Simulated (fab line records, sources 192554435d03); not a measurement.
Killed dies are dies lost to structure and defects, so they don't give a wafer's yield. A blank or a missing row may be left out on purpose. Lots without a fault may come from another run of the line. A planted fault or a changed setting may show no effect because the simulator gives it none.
Which tool did it? | flow n5_finfet | 11 lots, 33 wafers sampled, at 4 steps of a route of 1938

WHAT THE GAUGES READ, wafer by wafer
N5_PASSIVATION_OVL_MEAS_66.
lot  | measured     | on         | PASS_OPEN_OVL (nm)
L766 | day 11 08:44 | overlay-01 | -2 -9 1
L768 | day 12 11:26 | overlay-01 | -5 -5 -3
L769 | day 12 10:53 | overlay-02 | -2 -2 -6
L771 | day 13 13:07 | overlay-01 | -7 -6 -11
L772 | day 13 13:41 | overlay-02 | -4 -1 -7
L780 | day 15 23:47 | overlay-02 | 5 -1 0
L783 | day 16 19:41 | overlay-02 | -2 -7 0
L784 | day 16 23:43 | overlay-01 | 3 9 3
L786 | day 17 22:13 | overlay-02 | -12 -5 1
L789 | day 17 21:52 | overlay-01 | -6 -10 0
L788 | day 18 02:56 | overlay-01 | 4 0 8

WHICH TOOL RAN EACH LOT (tool, then ch and the chambers of the sampled wafers, then the start)
lot  | N5_BEOL_M2_ECD_50              | N5_MIM_TOP_LITHO_DESCUM_10         | N5_PASSIVATION_PECVD_55
L766 | ecd_cu-01 ch 0,1, day 6 14:25  | rie_diel-04 ch 1,2, day 11 02:09   | pecvd-01 ch 0,1,2, day 11 04:01
L768 | ecd_cu-01 ch 0,1, day 7 08:49  | rie_diel-04 ch 1,3, day 12 05:28   | pecvd-01 ch 0,1,2, day 12 07:13
L769 | ecd_cu-01 ch 0,1, day 7 10:09  | rie_diel-05 ch 0,1, day 12 05:16   | pecvd-03 ch 0,2, day 12 07:01
L771 | ecd_cu-01 ch 0,1, day 8 04:40  | rie_diel-05 ch 0,1,3, day 13 06:47 | pecvd-02 ch 1,2, day 13 08:35
L772 | ecd_cu-01 ch 0,1, day 8 06:35  | rie_diel-04 ch 1,3, day 13 06:30   | pecvd-02 ch 1,2, day 13 08:16
L780 | ecd_cu-02 ch 0,1, day 10 08:22 | rie_diel-04 ch 2,3, day 15 13:32   | pecvd-03 ch 0,1,2, day 15 15:22
L783 | ecd_cu-02 ch 0,1, day 11 11:19 | rie_diel-04 ch 0,2, day 16 12:57   | pecvd-01 ch 0,1,2, day 16 14:44
L784 | ecd_cu-02 ch 0,1, day 11 17:05 | rie_diel-04 ch 0,1,3, day 16 17:32 | pecvd-02 ch 0,1,2, day 16 19:26
L786 | ecd_cu-02 ch 0,1, day 11 22:53 | rie_diel-04 ch 1,2, day 17 10:42   | pecvd-03 ch 0,1,2, day 17 12:58
L789 | ecd_cu-01 ch 0,1, day 12 11:50 | rie_diel-03 ch 1,2, day 17 10:48   | pecvd-02 ch 0,1, day 17 13:01
L788 | ecd_cu-01 ch 0,1, day 12 21:29 | rie_diel-03 ch 0,1, day 17 19:02   | pecvd-03 ch 0,1,2, day 17 21:15
- N5_BEOL_M2_ECD_50: material Cu, target thk 300 nm.
- N5_MIM_TOP_LITHO_DESCUM_10: chemistry O2, time 7.9 s.
- N5_PASSIVATION_PECVD_55: deposits SiO2 from SiH4/N2O, target thk 400 nm, time 22.5 s.

THE ANSWER, worked out from the rows above alone
Rule: what is usual is taken from the lots themselves. Put in order of their means at a reading, lots are off if they are a third of the lots or fewer, leave a main group of 4 or more, and stand apart from it by a gap of 3 or more times the standard deviation of the main group's means; of several such gaps the widest counts. A main group whose means are all the same, to the digits that the tables above print for the reading, isn't used. A lot without any number at a reading at which 4 lots or more have one is off too. The other lots that the step has rows for count as sound.
No lot is off at any reading shown: from this, nothing can be told.

WHAT THE SIMULATOR HAD PUT IN
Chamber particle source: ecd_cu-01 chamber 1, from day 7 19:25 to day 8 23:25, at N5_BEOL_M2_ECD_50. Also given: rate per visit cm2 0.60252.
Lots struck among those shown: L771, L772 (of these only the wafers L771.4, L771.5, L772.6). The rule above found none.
